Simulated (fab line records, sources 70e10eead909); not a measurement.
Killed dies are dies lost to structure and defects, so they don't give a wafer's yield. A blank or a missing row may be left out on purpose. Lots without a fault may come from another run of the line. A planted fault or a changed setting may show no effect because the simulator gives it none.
Tool commonality check | flow nand_harc | 11 lots, 33 wafers sampled

WHY IT WAS OPENED
At NHARC_P_ZERO_WELL_CD_MEAS_52 the reading cd_nm is flagged on 1 of 11 lots. Wafers without a fault read 2000.0 nm, standard deviation 1.4.
Rule: a lot is flagged when every wafer of it that has a number lies more than 4 standard deviations from that mean, or none has a number. The other lots count as sound.

lot  | measured     | on        | cd_nm (nm), wafer by wafer | flag
L875 | day 2 21:54  | cd_sem-03 | 1925.8 1927.0 1927.1       | FLAGGED
L885 | day 7 02:47  | cd_sem-03 | 2000.9 2002.5 2000.4       |
L886 | day 7 11:47  | cd_sem-02 | 2001.5 2000.7 2000.3       |
L887 | day 7 21:56  | cd_sem-01 | 1997.4 1997.5 1999.3       |
L889 | day 8 17:53  | cd_sem-02 | 2000.3 1999.9 2001.6       |
L890 | day 9 04:01  | cd_sem-02 | 1999.9 2000.2 1998.7       |
L891 | day 9 13:53  | cd_sem-01 | 1998.8 1996.6 1998.9       |
L892 | day 9 23:37  | cd_sem-01 | 1998.7 2001.2 2001.6       |
L893 | day 10 12:58 | cd_sem-03 | 1999.3 1998.9 1999.0       |
L894 | day 10 20:08 | cd_sem-03 | 2001.0 2000.9 2001.5       |
L895 | day 11 05:50 | cd_sem-02 | 1998.4 1998.7 1998.7       |
The numbers of the flagged lots are 1926.6 nm on average: -73.4 nm against the usual, or -52 standard deviations.

WHICH TOOL RAN EACH LOT
The record holds 2 process steps before the reading, out of a route of 1302 steps. In each cell: the tool, then ch and the chambers that the sampled wafers went through, then the start.
lot  | flag    | NHARC_P_ZERO_WELL_ETCH_62                     | NHARC_P_ZERO_WELL_EXPOSE_49
L875 | FLAGGED | rie_diel-07 ch 0,2,3, day 2 21:44 or earlier  | krf_scanner-02 ch 0, day 2 21:44
L885 |         | rie_diel-04 ch 0,1,3, day 7 02:38 or earlier  | krf_scanner-04 ch 0, day 7 02:38
L886 |         | rie_diel-12 ch 0,2,3, day 7 11:37 or earlier  | krf_scanner-03 ch 0, day 7 11:37
L887 |         | rie_diel-12 ch 0,1,2, day 7 21:47 or earlier  | krf_scanner-04 ch 0, day 7 21:47
L889 |         | rie_diel-12 ch 2,3, day 8 17:44 or earlier    | krf_scanner-02 ch 0, day 8 17:44
L890 |         | rie_diel-07 ch 0,3, day 9 03:52 or earlier    | krf_scanner-04 ch 0, day 9 03:52
L891 |         | rie_diel-12 ch 0,1,2, day 9 13:44 or earlier  | krf_scanner-02 ch 0, day 9 13:44
L892 |         | rie_diel-07 ch 0,2,3, day 9 23:27 or earlier  | krf_scanner-02 ch 0, day 9 23:27
L893 |         | rie_diel-07 ch 0,2,3, day 10 12:49 or earlier | krf_scanner-03 ch 0, day 10 12:49
L894 |         | rie_diel-12 ch 0,3, day 10 19:59 or earlier   | krf_scanner-02 ch 0, day 10 19:59
L895 |         | rie_diel-12 ch 0,1,3, day 11 05:41 or earlier | krf_scanner-04 ch 0, day 11 05:41
What these steps do:
- NHARC_P_ZERO_WELL_ETCH_62: etches the open film in CHF3/Ar, target depth 13 nm, time 6.5 s.
- NHARC_P_ZERO_WELL_EXPOSE_49: exposes mask P HVPW, target cd 2000 nm.
- NHARC_P_ZERO_WELL_CD_MEAS_52: target cd 2000 nm.

FLAGGED OVER TOTAL, TOOL BY TOOL (the gauges that took the reading come last)
step                         | tool           | lots run | flagged | share of the flagged lots | sound lots run after its first flagged lot
NHARC_P_ZERO_WELL_ETCH_62    | rie_diel-04    | 1        | 0       | none                      | -
NHARC_P_ZERO_WELL_ETCH_62    | rie_diel-07    | 4        | 1       | all                       | 3 (L890,L892,L893)
NHARC_P_ZERO_WELL_ETCH_62    | rie_diel-12    | 6        | 0       | none                      | -
NHARC_P_ZERO_WELL_EXPOSE_49  | krf_scanner-02 | 5        | 1       | all                       | 4 (L889,L891,L892,L894)
NHARC_P_ZERO_WELL_EXPOSE_49  | krf_scanner-03 | 2        | 0       | none                      | -
NHARC_P_ZERO_WELL_EXPOSE_49  | krf_scanner-04 | 4        | 0       | none                      | -
NHARC_P_ZERO_WELL_CD_MEAS_52 | cd_sem-01      | 3        | 0       | none                      | -
NHARC_P_ZERO_WELL_CD_MEAS_52 | cd_sem-02      | 4        | 0       | none                      | -
NHARC_P_ZERO_WELL_CD_MEAS_52 | cd_sem-03      | 4        | 1       | all                       | 3 (L885,L893,L894)
NHARC_P_ZERO_WELL_ETCH_62 gives no start for some lots, so the hours and the order of its lots are those of NHARC_P_ZERO_WELL_EXPOSE_49.

WHAT THE TABLE ALLOWS
3 rows of the table ran every flagged lot: rie_diel-07 at NHARC_P_ZERO_WELL_ETCH_62, krf_scanner-02 at NHARC_P_ZERO_WELL_EXPOSE_49, cd_sem-03 at NHARC_P_ZERO_WELL_CD_MEAS_52.
- rie_diel-07 at NHARC_P_ZERO_WELL_ETCH_62: 1 of its 4 lots flagged. Sound lots ran on it after the first flagged one (L890, L892, L893), which a lasting fault on the whole tool wouldn't allow.
- krf_scanner-02 at NHARC_P_ZERO_WELL_EXPOSE_49: 1 of its 5 lots flagged. Sound lots ran on it after the first flagged one (L889, L891, L892, L894), which a lasting fault on the whole tool wouldn't allow.
- cd_sem-03 at NHARC_P_ZERO_WELL_CD_MEAS_52: 1 of its 4 lots flagged. Sound lots ran on it after the first flagged one (L885, L893, L894), which a lasting fault on the whole tool wouldn't allow.
No row of the table ran every flagged lot and no sound lot after the first.

WHAT THE SIMULATOR HAD PUT IN
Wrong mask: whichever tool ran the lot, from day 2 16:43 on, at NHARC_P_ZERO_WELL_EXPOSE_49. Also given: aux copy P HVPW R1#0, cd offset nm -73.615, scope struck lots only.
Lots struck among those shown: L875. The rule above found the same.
